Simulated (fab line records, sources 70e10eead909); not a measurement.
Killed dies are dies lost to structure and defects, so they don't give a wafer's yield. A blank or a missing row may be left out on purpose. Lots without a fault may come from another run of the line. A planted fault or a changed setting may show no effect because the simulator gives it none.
One fault seen from 2 desks | flow nand_harc | each desk has only its own numbers; what lay behind them comes last

THE DEFECT DESK
What the inspections along the route counted, lot by lot: means of the sampled wafers that have a number. A lot is out of limits, marked OUT, if its mean lies more than 4 standard deviations from the usual mean; the brackets give that distance.
Columns: A = raw_defect_count at NHARC_P_BONDPAD_INSPECT_23, usual 359
lot  | first seen here | A
L105 | day 6 22:17     | 246
L110 | day 8 01:34     | 665
L112 | day 8 14:47     | 657
L114 | day 9 04:35     | 334
L113 | day 9 05:19     | 331
L115 | day 9 20:12     | 221
L118 | day 10 05:47    | 497
L119 | day 10 17:47    | 232
L120 | day 10 19:29    | 381
L121 | day 10 21:27    | 354
L123 | day 11 09:01    | 261
L125 | day 11 09:40    | 324
L126 | day 11 22:05    | 282
L127 | day 12 00:41    | 425
This desk's finding: nothing out of limits on any of the 14 lots.

THE METROLOGY DESK
What the gauges read, lot by lot, whatever tool the lot ran on: means of the sampled wafers that have a number. A lot is out of limits, marked OUT, if its mean lies more than 4 standard deviations from the usual mean; the brackets give that distance.
Columns: A = thk_nm at NHARC_P_BONDPAD_THK_MEAS_20, usual 160.2 nm; B = thk_nm at NHARC_A_ONON_D1_THK_MEAS_05, usual 999 nm
lot  | first seen here | A     | B
L105 | day 6 22:04     | 160.4 | 999
L110 | day 8 01:19     | 160.2 | 988
L112 | day 8 14:34     | 161.4 | 1001
L114 | day 9 04:23     | 160.9 | 994
L113 | day 9 05:07     | 158.9 | 1013
L115 | day 9 19:59     | 160.0 | 997
L118 | day 10 05:34    | 161.6 | 985
L119 | day 10 17:35    | 160.3 | 1000
L120 | day 10 19:16    | 159.8 | 626 (-38) OUT
L121 | day 10 21:14    | 159.9 | 631 (-38) OUT
L123 | day 11 08:40    | 160.9 | 1003
L125 | day 11 09:26    | 158.6 | 1010
L126 | day 11 21:51    | 159.2 | 1009
L127 | day 12 00:26    | 160.4 | 998
This desk's finding: out of limits on L120, L121; first on L121, day 11 19:33 (thk_nm at NHARC_A_ONON_D1_THK_MEAS_05). In limits: L105, L110, L112, L114, L113, L115, L118, L119, L123, L125, L126, L127.

PUT TOGETHER
The metrology desk could have raised an alarm at day 11 19:33, on L120, L121.
The defect desk saw nothing out of limits.
The defect desk has L120, L121 on record, within its limits.
Of the lots named, all ran NHARC_A_ONON_D1_DEP_03 on pecvd_onon-03.

WHAT THE SIMULATOR HAD PUT IN
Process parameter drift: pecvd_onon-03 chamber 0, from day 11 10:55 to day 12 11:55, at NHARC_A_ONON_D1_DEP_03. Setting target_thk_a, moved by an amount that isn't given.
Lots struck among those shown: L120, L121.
Hours from the fault's start to each desk's first reading out of limits: the metrology desk, 9.
